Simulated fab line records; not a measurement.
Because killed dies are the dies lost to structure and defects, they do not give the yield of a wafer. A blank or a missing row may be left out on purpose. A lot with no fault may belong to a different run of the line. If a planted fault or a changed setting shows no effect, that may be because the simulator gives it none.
Split-lot experiment || flow n5Finfet || 21 wafers read from 7 lots, route of 1938 steps

## THE SPLIT
At N5_MOL_CONTACT_COAG_ETCH_106 (etches SOC in N2/H2, target depth 80 nm, overetch 16 nm, time 120 s), the setting sourceW was moved away from the recipe's 840 W on 9 of the 21 wafers read, by -16.3% to +16.6%. All remaining wafers had this setting at the recipe value.

The reading comes from the split's own step.

## THE READING
rfVppV, in V, at N5_MOL_CONTACT_COAG_ETCH_106 (etches SOC in N2/H2, target depth 80 nm, overetch 16 nm, time 120 s). Typical for fault-free wafers on this fab line: 522.9 V, with standard deviation 2 V.

{"wafer": "L080.1", "tool, chamber at the split": "rieDiel-02, 2", "sourceW as run, W": 979.4, "against the recipe": "+16.6%", "rfVppV, V": 497.5, "against lot-mates on the recipe": -23.9}
{"wafer": "L080.2", "tool, chamber at the split": "rieDiel-02, 1", "sourceW as run, W": 840, "against the recipe": "recipe", "rfVppV, V": 521.4, "against lot-mates on the recipe": "-"}
{"wafer": "L080.3", "tool, chamber at the split": "rieDiel-02, 0", "sourceW as run, W": 979.4, "against the recipe": "+16.6%", "rfVppV, V": 494.7, "against lot-mates on the recipe": -26.7}
{"wafer": "L081.2", "tool, chamber at the split": "rieDiel-02, 0", "sourceW as run, W": 888.6, "against the recipe": "+5.8%", "rfVppV, V": 511.4, "against lot-mates on the recipe": -8.2}
{"wafer": "L081.5", "tool, chamber at the split": "rieDiel-02, 2", "sourceW as run, W": 888.6, "against the recipe": "+5.8%", "rfVppV, V": 511.6, "against lot-mates on the recipe": -8.0}
{"wafer": "L081.6", "tool, chamber at the split": "rieDiel-02, 0", "sourceW as run, W": 840, "against the recipe": "recipe", "rfVppV, V": 519.6, "against lot-mates on the recipe": "-"}
{"wafer": "L083.4", "tool, chamber at the split": "rieDiel-02, 1", "sourceW as run, W": 756.7, "against the recipe": "-9.9%", "rfVppV, V": 541.0, "against lot-mates on the recipe": "+19.5"}
{"wafer": "L083.5", "tool, chamber at the split": "rieDiel-02, 0", "sourceW as run, W": 840, "against the recipe": "recipe", "rfVppV, V": 519.2, "against lot-mates on the recipe": "-"}
{"wafer": "L083.6", "tool, chamber at the split": "rieDiel-02, 2", "sourceW as run, W": 840, "against the recipe": "recipe", "rfVppV, V": 523.7, "against lot-mates on the recipe": "-"}
{"wafer": "L084.1", "tool, chamber at the split": "rieDiel-02, 0", "sourceW as run, W": 840, "against the recipe": "recipe", "rfVppV, V": 519.7, "against lot-mates on the recipe": "-"}
{"wafer": "L084.4", "tool, chamber at the split": "rieDiel-02, 1", "sourceW as run, W": 840, "against the recipe": "recipe", "rfVppV, V": 521.7, "against lot-mates on the recipe": "-"}
{"wafer": "L084.6", "tool, chamber at the split": "rieDiel-02, 1", "sourceW as run, W": 960.7, "against the recipe": "+14.4%", "rfVppV, V": 498.8, "against lot-mates on the recipe": -21.9}
{"wafer": "L086.1", "tool, chamber at the split": "rieDiel-03, 2", "sourceW as run, W": 840, "against the recipe": "recipe", "rfVppV, V": 524.1, "against lot-mates on the recipe": "-"}
{"wafer": "L086.3", "tool, chamber at the split": "rieDiel-03, 1", "sourceW as run, W": 918.8, "against the recipe": "+9.4%", "rfVppV, V": 507.1, "against lot-mates on the recipe": -16.6}
{"wafer": "L086.5", "tool, chamber at the split": "rieDiel-03, 1", "sourceW as run, W": 840, "against the recipe": "recipe", "rfVppV, V": 523.2, "against lot-mates on the recipe": "-"}
{"wafer": "L093.2", "tool, chamber at the split": "rieDiel-03, 3", "sourceW as run, W": 703, "against the recipe": "-16.3%", "rfVppV, V": 555.3, "against lot-mates on the recipe": "+32.1"}
{"wafer": "L093.3", "tool, chamber at the split": "rieDiel-03, 2", "sourceW as run, W": 703, "against the recipe": "-16.3%", "rfVppV, V": 558.3, "against lot-mates on the recipe": "+35.1"}
{"wafer": "L093.5", "tool, chamber at the split": "rieDiel-03, 3", "sourceW as run, W": 840, "against the recipe": "recipe", "rfVppV, V": 523.2, "against lot-mates on the recipe": "-"}
{"wafer": "L095.3", "tool, chamber at the split": "rieDiel-03, 3", "sourceW as run, W": 840, "against the recipe": "recipe", "rfVppV, V": 522.3, "against lot-mates on the recipe": "-"}
{"wafer": "L095.4", "tool, chamber at the split": "rieDiel-03, 2", "sourceW as run, W": 840, "against the recipe": "recipe", "rfVppV, V": 525.0, "against lot-mates on the recipe": "-"}
{"wafer": "L095.6", "tool, chamber at the split": "rieDiel-03, 3", "sourceW as run, W": 840, "against the recipe": "recipe", "rfVppV, V": 524.1, "against lot-mates on the recipe": "-"}

THE FIT
A straight line over all 21 wafers: rfVppV changes by -1.82 V for each +1% of sourceW; r = -0.99; the points scatter about the line by 2.5 V.
The same after taking each lot's own level away (the mean of its wafers on the recipe; 21 wafers): -1.77 V for each +1%; r = -0.99; scatter 2.2 V.
According to that fit, moving sourceW by its largest amount changes the reading by 29 V.
The span of the lots' own levels, 519.60 to 523.80 V, comes to 2.1 times the standard deviation stated above.
The two slopes are in agreement: the lot-to-lot level therefore moves the slope only a little.
Check: -29.1 V against its lot-mates is what the line predicts for one of the wafers moved furthest among these (+16.6%) when that wafer is left out of the fit. It came out at -23.9 V against them.
Tool readings at the split's step, against how far the setting was moved: rfVppV r = -0.99.

## THE FILE'S OWN FIT
rfVppV changes by -1.74 V for each +1% of sourceW, r = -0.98.
